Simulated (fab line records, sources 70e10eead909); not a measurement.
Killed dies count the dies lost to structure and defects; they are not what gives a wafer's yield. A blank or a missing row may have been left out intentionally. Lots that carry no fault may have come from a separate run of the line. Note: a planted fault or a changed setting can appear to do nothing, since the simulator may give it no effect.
fab line records | flow nand-harc
record: lots: 11 wafers: 33 last-day: 25
route steps=1159 shown P_BONDPAD@365
lots untouched by any fault: they come from a run of this same line in which no faults occurred
start-h: start of the lot's first displayed wafer, in hours after the record's first day | wait-h: time in hours since the lot's previous step | " unchanged from the row above | L1.1+2: a single row standing in for several wafers | - either no value or no given start | * or withheld: withheld | < > ~ a bound
route shown NAME@n: NAME is a module with steps in the file, n the number in the route of the first one | usual: mean/standard deviation of fault-free wafers | same: alike in all rows | chamber/n: place in a boat | sites: the reading at each site | _std_site: standard deviation across them | _edge_site: mean of outer sites minus mean of inner sites | radius-mm: for every site, how far away it sits from the centre of the wafer | mask NAME#n: copy n | behind: the most recent tool/chamber to have shaped the wafer | hold: why the lot went on hold/how many hours it stayed there/how the hold came to an end | device: transistor that didn't switch, given as n, p or np | end of line: tests of these same wafers at the route's end | a step given without rows: its recipe and nothing more | killed: count of dies lost to structure and defects at first sort (not the wafer's yield) | map: a wafer's dies, x killed, . not, _ none there
set.NAME: the setting as run; set.NAME@STEP: as run at that earlier step | model.NAME: the simulator's own value behind a step, which no gauge read
a sample of lots followed through the steps of the route, with each step as a table and each wafer as a row
services: the hour from which a tool's chamber was out of use, counted from the record's first day as start-h (under 0 if before that day), plus the number of hours and why
== steps ==
step: NHARC_P_BONDPAD_OVL_MEAS_38
usual: overlay-x-nm: -1/5.6 overlay-y-nm: 1/6.5
columns lot.wafer tool chamber start-h wait-h overlay-x-nm overlay-y-nm
L945.1 overlay-01 - 131.11 - -4 2
L945.2 " - " " -4 2
L945.6 " - " " -4 2
L946.4 overlay-02 - 137.01 - 4 -4
L946.5 " - " " 4 -4
L946.6 " - " " 3 -4
L949.2 overlay-01 - 159.14 - 9 -2
L949.3 " - " " 9 -2
L949.4 " - " " 9 -2
L951.3 overlay-02 - 163.59 - -11 -1
L951.5 " - " " -11 -1
L951.6 " - " " -11 -1
L952.2 overlay-02 - 172.05 - -4 -3
L952.4 " - " " -4 -3
L952.5 " - " " -5 -2
L955.2 overlay-02 - 182.48 - 8 9
L955.4 " - " " 8 9
L955.6 " - " " 9 8
L959.4 overlay-02 - 209.85 - 3 2
L959.5 " - " " 4 2
L959.6 " - " " 3 2
L956.1 overlay-01 - 211.20 - -2 5
L956.2 " - " " -2 4
L956.4 " - " " -2 4
L964.3 overlay-02 - 244.61 - -1 6
L964.5 " - " " -1 5
L964.6 " - " " 0 7
L965.1 overlay-02 - 248.35 - -2 -9
L965.2 " - " " -2 -9
L965.6 " - " " -1 -9
L968.1 overlay-01 - 275.41 - 1 13
L968.2 " - " " 1 13
L968.4 " - " " 1 13
step: NHARC_P_BONDPAD_ETCH_37
recipe: target-depth-a: 600 overetch-a: 180 time-s: 65.91 ion-energy-ev: 200 n2-flow-sccm: 150 h2-flow-sccm: 150 ar-flow-sccm: 0 rf-w: 400 bias-w: 150 chemistry: N2/H2
usual: bias-w: 150.0/0.47 chamber-pressure-mTorr: 30.00/0.031 drypump-motor-current-A: 6.0/0.45 oes-product-au: 1.000/0.0075 rf-vpp-V: 431.4/2.5 showerhead-plenum-p-Torr: 2.07/0.083 throttle-valve-pct: 14.171/0.009
columns lot.wafer tool chamber start-h wait-h bias-w chamber-pressure-mTorr drypump-motor-current-A oes-product-au rf-hours-counter-h rf-vpp-V showerhead-plenum-p-Torr throttle-valve-pct
L945.2 rie-diel-06 2 131.33 0.1 148.4 30.00 5.5 1.007 6 434.6 2.14 14.180
L945.1 " 0 " " 150.1 30.04 6.5 0.996 5 433.5 2.13 14.164
L945.6 " 2 " " 149.5 29.99 5.5 1.003 - 433.5 2.14 14.174
L946.4 rie-diel-06 0 137.24 0.1 150.7 29.97 6.5 0.997 5 432.5 2.13 14.179
L946.6 " 1 " " 149.2 29.98 6.3 1.011 - 428.4 1.94 14.156
L946.5 " 2 " " 150.7 29.98 5.5 1.007 - 434.4 2.14 14.171
L949.4 rie-diel-11 0 159.57 0.2 149.6 30.06 6.1 1.002 51 430.5 2.07 14.164
L949.2 " 1 " " 150.7 29.97 5.8 0.987 48 430.5 2.08 14.187
L949.3 " 2 " " 150.3 30.00 5.4 1.000 52 434.0 2.15 14.174
L951.3 rie-diel-06 0 163.81 0.1 149.7 30.02 6.6 1.009 8 433.5 2.13 14.173
L951.5 " 1 " " 150.2 29.99 6.3 1.000 - 427.2 1.94 14.177
L951.6 " 2 " " 150.2 30.03 5.4 1.002 - 432.9 2.14 14.195
L952.4 rie-diel-06 2 172.26 0.1 150.3 30.00 5.5 0.992 11 434.0 2.14 14.177
L952.2 " 3 " " 150.6 29.96 6.4 0.995 9 432.5 2.11 14.177
L952.5 " 3 " " 150.3 29.99 6.4 1.004 - 430.6 2.11 14.168
L955.2 rie-diel-06 1 182.69 0.1 150.2 30.02 6.3 1.005 11 427.9 1.94 14.161
L955.4 " 2 " " 150.4 29.99 5.5 1.000 11 432.8 2.14 14.162
L955.6 " 2 " " 149.6 30.00 5.4 0.996 - 433.8 2.14 14.167
L959.6 rie-diel-06 1 210.11 0.1 150.0 29.99 6.3 0.994 - 428.4 1.94 14.168
L959.4 " 3 " " 150.2 30.00 6.4 0.992 - 432.6 2.11 14.164
L959.5 " 0 " " 149.0 30.02 6.6 0.865 - 433.8 2.12 14.181
L956.2 rie-diel-06 0 211.41 0.1 149.6 30.03 6.6 0.854 12 432.6 2.12 14.164
L956.4 " 2 " " 149.7 30.01 5.5 0.997 13 434.0 2.14 14.169
L956.1 " 3 " " 149.9 30.02 6.4 1.006 12 432.7 2.11 14.162
L964.3 rie-diel-02 0 244.83 0.1 149.9 29.97 6.3 0.995 30 426.7 1.98 14.179
L964.5 " 2 " " 150.1 30.00 5.7 1.013 - 428.3 1.99 14.162
L964.6 " 3 " " 150.2 30.04 6.4 1.004 - 426.7 1.88 14.150
L965.2 rie-diel-11 0 248.61 0.1 150.6 29.97 6.1 0.992 12 431.8 2.07 14.176
L965.1 " 2 " " 149.4 30.01 5.4 1.003 20 432.8 2.14 14.171
L965.6 " 0 " " 151.0 30.01 6.1 1.011 - 431.0 2.07 14.160
L968.2 rie-diel-11 2 275.62 0.1 150.6 30.04 5.4 1.024 28 435.1 2.14 14.149
L968.4 " 3 " " 149.8 29.99 5.5 1.001 29 431.4 2.07 14.189
L968.1 " 0 " " 149.3 29.92 6.1 0.991 22 430.6 2.06 14.164
step: NHARC_P_BONDPAD_ETCH_12
recipe: target-depth-a: 2000 time-s: 100 chf3-flow-sccm: 50 o2-flow-sccm: 10 ar-flow-sccm: 200 rf-w: 500 bias-w: 200 chemistry: CHF3/O2
usual: bias-w: 199.9/0.6 chamber-pressure-mTorr: 24.997/0.023 drypump-motor-current-A: 6.1/0.45 oes-product-au: 0.936/0.021 rf-vpp-V: 371.3/2.2 showerhead-plenum-p-Torr: 2.43/0.09 throttle-valve-pct: 20.573/0.0086
columns lot.wafer tool chamber start-h wait-h bias-w chamber-pressure-mTorr drypump-motor-current-A oes-product-au rf-hours-counter-h rf-vpp-V showerhead-plenum-p-Torr throttle-valve-pct
L945.2 rie-diel-06 0 - - 201.9 24.926 6.5 0.980 5 372.8 2.50 20.583
L945.1 " 1 " " 201.5 24.975 6.3 0.974 5 367.0 2.29 20.578
L945.6 " 0 " " 200.6 24.989 6.6 0.976 - 372.8 2.50 20.569
L946.4 rie-diel-06 3 - - 200.1 24.990 6.4 0.929 6 373.3 2.48 20.570
L946.6 " 2 " " 199.5 24.973 5.5 0.919 - 371.3 2.52 20.579
L946.5 " 3 " " 199.8 25.028 6.4 0.940 - 371.8 2.48 20.570
L949.4 rie-diel-11 0 - - 200.1 24.985 6.1 0.926 51 371.5 2.44 20.565
L949.3 " 1 " " 199.7 25.042 5.8 0.956 48 371.9 2.44 20.568
L949.2 " 2 " " 200.2 24.982 5.4 0.945 52 373.3 2.52 20.583
L951.3 rie-diel-06 0 - - 199.4 25.028 6.6 0.968 8 373.0 2.50 20.578
L951.6 " 1 " " 198.7 25.002 6.3 0.979 - 368.0 2.29 20.574
L951.5 " 2 " " 198.8 25.003 5.5 0.953 - 372.1 2.51 20.564
L952.2 rie-diel-06 1 - - 199.1 25.002 6.4 0.924 10 367.3 2.29 20.556
L952.4 " 2 " " 199.6 24.998 5.5 0.928 11 373.7 2.51 20.580
L952.5 " 2 " " 200.1 25.006 5.5 0.923 - 374.4 2.51 20.573
L955.4 rie-diel-06 3 - - 199.1 25.052 6.4 0.930 10 371.9 2.48 20.572
L955.2 " 2 " " 199.2 25.009 5.5 0.923 11 373.3 2.51 20.565
L955.6 " 0 " " 199.6 24.990 6.6 0.926 - 372.2 2.49 20.562
L959.6 rie-diel-06 0 - - 200.9 25.001 6.5 0.925 - 372.9 2.49 20.566
L959.5 " 1 " " 199.8 24.976 6.3 0.919 - 367.1 2.29 20.586
L959.4 " 3 " " 200.4 25.042 6.4 0.922 - 373.9 2.48 20.583
L956.2 rie-diel-06 3 - - 199.4 25.014 6.4 0.922 12 371.9 2.48 20.586
L956.4 " 0 " " 199.8 24.984 6.6 0.919 12 372.0 2.49 20.574
L956.1 " 1 " " 200.2 24.999 6.3 0.922 13 368.4 2.29 20.561
L964.3 rie-diel-02 0 - - 200.9 24.995 6.3 0.917 30 367.9 2.34 20.566
L964.5 " 1 " " 199.5 24.966 5.1 0.933 - 366.4 2.23 20.575
L964.6 " 2 " " 199.6 24.978 5.7 0.928 - 369.3 2.34 20.570
L965.1 rie-diel-11 3 - - 199.3 24.959 5.5 0.919 20 372.4 2.44 20.567
L965.2 " 0 " " 199.8 25.006 6.1 0.944 12 371.4 2.43 20.573
L965.6 " 2 " " 199.6 24.980 5.4 0.931 - 372.3 2.51 20.567
L968.2 rie-diel-11 2 - - 199.3 24.981 5.4 0.939 28 373.2 2.51 20.575
L968.1 " 3 " " 198.8 24.981 5.5 0.921 29 372.3 2.44 20.565
L968.4 " 0 " " 199.7 25.021 6.1 0.923 22 370.5 2.43 20.578
step: NHARC_P_BONDPAD_PVD_27
recipe: target-thk-a: 300 chamber-pressure-pa: 5 power-w: 5000 substrate-temp-c: 30 time-s: 20.49 material: Cu
usual: throttle-valve-pct: 30.0/0.86
columns lot.wafer tool chamber start-h wait-h throttle-valve-pct
L945.2 pvd-sputter-03 - - - 29.6
L945.1 " - " " 31.8
L945.6 " - " " 29.8
L946.4 pvd-sputter-03 - - - 31.5
L946.5 " - " " 31.6
L946.6 " - " " 29.9
L949.4 pvd-sputter-02 - - - 29.2
L949.2 " - " " 30.1
L949.3 " - " " 29.3
L951.3 pvd-sputter-03 - - - 30.1
L951.5 " - " " 30.0
L951.6 " - " " 29.5
L952.4 pvd-sputter-01 - - - 31.2
L952.2 " - " " 28.9
L952.5 " - " " 30.7
L955.4 pvd-sputter-01 - - - 29.0
L955.2 " - " " 29.6
L955.6 " - " " 30.7
L959.4 pvd-sputter-03 - - - 28.8
L959.5 " - " " 29.6
L959.6 " - " " 29.2
L956.4 pvd-sputter-01 - - - 30.6
L956.1 " - " " 31.2
L956.2 " - " " 28.8
L964.3 pvd-sputter-01 - - - 30.6
L964.6 " - " " 30.8
L964.5 " - " " 29.8
L965.2 pvd-sputter-02 - - - 29.4
L965.1 " - " " 29.5
L965.6 " - " " 29.2
L968.1 pvd-sputter-02 - - - 29.4
L968.4 " - " " 30.4
L968.2 " - " " 29.2
== services ==
columns tool chamber start-h hours kind
rie-diel-02 1 111.34 3.7 repair
rie-diel-11 2 119.37 3.8 repair
rie-diel-11 1 120.32 20.1 repair
rie-diel-06 0 122.34 - clean
rie-diel-06 1 122.34 - clean
rie-diel-06 2 122.34 - clean
rie-diel-06 3 122.34 - clean
rie-diel-06 - 134.87 0.7 repair
rie-diel-02 2 146.62 4.9 repair
rie-diel-02 - 150.76 9.0 pm
rie-diel-11 - 153.86 0.4 repair
pvd-sputter-01 - 158.00 10.0 pm
rie-diel-11 2 188.43 10.9 repair
rie-diel-11 - 191.53 9.0 pm
rie-diel-06 2 201.29 9.5 repair
pvd-sputter-02 - 204.09 1.2 repair
pvd-sputter-02 - 211.80 0.9 repair
pvd-sputter-02 - 214.02 10.0 pm
rie-diel-06 0 218.07 8.5 repair
rie-diel-11 0 223.77 14.4 repair
rie-diel-06 - 241.34 9.0 pm
rie-diel-06 1 258.58 5.5 repair
rie-diel-11 - 272.47 0.4 repair
pvd-sputter-01 - 272.68 1.7 repair
== key ==
first-sign: step: NHARC_P_BONDPAD_ETCH_37 reading: oes-product-au direction: down sigmas: 19 usual: 1.000 struck: 0.859
effect none on later readings
met-at NHARC_P_BONDPAD_ETCH_37
struck-lots L956,L959
struck-wafers L956.2,L959.5
not-acting-at NHARC_P_BONDPAD_OVL_MEAS_38,NHARC_P_BONDPAD_ETCH_12,NHARC_P_BONDPAD_PVD_27
onset-between 163.81 210.11
fault: kind: process-parameter-drift tool: rie-diel-06 chamber: 0 onset-h: 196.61 steps: NHARC_P_BONDPAD_ETCH_37 channel: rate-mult offset: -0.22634 shape: step end-h: 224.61
